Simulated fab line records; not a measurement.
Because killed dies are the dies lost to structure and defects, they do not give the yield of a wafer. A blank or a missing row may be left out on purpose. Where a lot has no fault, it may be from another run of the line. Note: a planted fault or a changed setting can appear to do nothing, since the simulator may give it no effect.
Split-lot experiment | flow n5-finfet | 39 wafers read across 7 lots, on a route 1938 steps long

## THE SPLIT
At N5_HKMG_FIN_ETCH_58 (etches SOC in N2/H2, target depth 215.8 nm, time 741 s), the setting bias-w was moved away from the recipe's 13 W on 12 of the 39 wafers read, by -14.5% to +6.4%. All remaining wafers had this setting at the recipe value.

Reading taken at the split's own step.

## THE READING
rf-vpp-V, in V, at N5_HKMG_FIN_ETCH_58 (etches SOC in N2/H2, target depth 215.8 nm, time 741 s). A value of 99.0 V with a standard deviation of 0.83 V is what fault-free wafers of this fab line usually give.

wafer  | tool, chamber at the split | bias-w as run, W | against the recipe | rf-vpp-V, V | against lot-mates on the recipe
L076.1 | rie-diel-04, 2             | 13               | recipe             | 99.6        | -
L076.2 | rie-diel-04, 1             | 13.83            | +6.4%              | 102.6       | +3.6
L076.3 | rie-diel-04, 0             | 13               | recipe             | 98.8        | -
L076.4 | rie-diel-04, 3             | 13.83            | +6.4%              | 103.2       | +4.2
L076.5 | rie-diel-04, 1             | 13.83            | +6.4%              | 102.4       | +3.4
L076.6 | rie-diel-04, 0             | 13               | recipe             | 98.5        | -
L085.1 | rie-diel-04, 0             | 13               | recipe             | 99.0        | -
L085.2 | rie-diel-04, 1             | 13               | recipe             | 99.4        | -
L085.3 | rie-diel-04, 3             | 13               | recipe             | 98.5        | -
L085.4 | rie-diel-04, 2             | 13               | recipe             | 99.1        | -
L085.5 | rie-diel-04, 2             | 13               | recipe             | 100.1       | -
L085.6 | rie-diel-04, 3             | 13               | recipe             | 99.0        | -
L086.1 | rie-diel-04, 2             | 13               | recipe             | 99.5        | -
L086.2 | rie-diel-04, 0             | 11.74            | -9.7%              | 93.1        | -5.9
L086.3 | rie-diel-04, 1             | 11.74            | -9.7%              | 92.3        | -6.7
L086.4 | rie-diel-04, 3             | 13               | recipe             | 99.4        | -
L086.5 | rie-diel-04, 0             | 13               | recipe             | 98.1        | -
L086.6 | rie-diel-04, 3             | 11.74            | -9.7%              | 92.9        | -6.1
L088.1 | rie-diel-05, 1             | 11.12            | -14.5%             | 89.3        | -9.0
L088.2 | rie-diel-05, 3             | 13               | recipe             | 97.3        | -
L088.3 | rie-diel-05, 0             | 11.12            | -14.5%             | 88.2        | -10.1
L088.4 | rie-diel-05, 2             | 13               | recipe             | 98.7        | -
L088.5 | rie-diel-05, 2             | 11.12            | -14.5%             | 90.7        | -7.6
L088.6 | rie-diel-05, 1             | 13               | recipe             | 98.9        | -
L092.1 | rie-diel-04, 0             | 13               | recipe             | 97.7        | -
L092.2 | rie-diel-04, 2             | 11.31            | -13.0%             | 89.7        | -8.9
L092.3 | rie-diel-04, 1             | 11.31            | -13.0%             | 90.5        | -8.1
L092.4 | rie-diel-04, 3             | 11.31            | -13.0%             | 89.8        | -8.8
L092.5 | rie-diel-04, 0             | 13               | recipe             | 98.6        | -
L092.6 | rie-diel-04, 3             | 13               | recipe             | 99.4        | -
L093.1 | rie-diel-04, 2             | 13               | recipe             | 99.7        | -
L093.3 | rie-diel-04, 1             | 13               | recipe             | 99.4        | -
L093.6 | rie-diel-04, 1             | 13               | recipe             | 97.0        | -
L097.1 | rie-diel-04, 0             | 13               | recipe             | 100.3       | -
L097.2 | rie-diel-04, 1             | 13               | recipe             | 99.3        | -
L097.3 | rie-diel-04, 2             | 13               | recipe             | 98.7        | -
L097.4 | rie-diel-04, 3             | 13               | recipe             | 98.4        | -
L097.5 | rie-diel-04, 1             | 13               | recipe             | 98.3        | -
L097.6 | rie-diel-04, 2             | 13               | recipe             | 98.8        | -

FIT RESULTS
A straight line over all 39 wafers: rf-vpp-V changes by +0.653 V for each +1% of bias-w; r = +0.98; the points scatter about the line by 0.74 V.
The same after taking each lot's own level away (the mean of its wafers on the recipe; 39 wafers): +0.63 V for each +1%; r = +0.98; scatter 0.7 V.
According to that fit, moving bias-w by its largest amount changes the reading by 9.1 V.
Across the lots, their own levels run from 98.30 to 99.18 V, a range of 1.1 times the standard deviation given above.
So the lot-to-lot level changes the slope little: the two slopes agree.
Check: with one of the wafers moved furthest among these (-14.5%) left out of the fit, the line predicts -9.18 V for it against its lot-mates. It came out at -9 V against them.
Tool readings at the split's step, against how far the setting was moved: rf-vpp-V r = +0.98.

## ADDITIONAL SPLITS CARRIED BY THESE WAFERS
These wafers also went through other splits before the reading. Each is held against what the fit with the lots' levels taken away leaves over:
other split on the same wafers | wafers away from the commonest value | r with rf-vpp-V (lot level and that fit taken away)
N5_WELL_APT_EXPOSE_05 dose-mj  | 12                                   | +0.05
N5_FIN_SAQP_ALD_61 temp-c      | 18                                   | +0.02
N5_DUMMY_GATE_ETCH_37 source-w | 12                                   | +0.11
N5_SD_ACTIVATION_LSA_01 temp-c | 12                                   | -0.15

## FILE'S OWN FIT
rf-vpp-V changes by +0.633 V for each +1% of bias-w, r = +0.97.
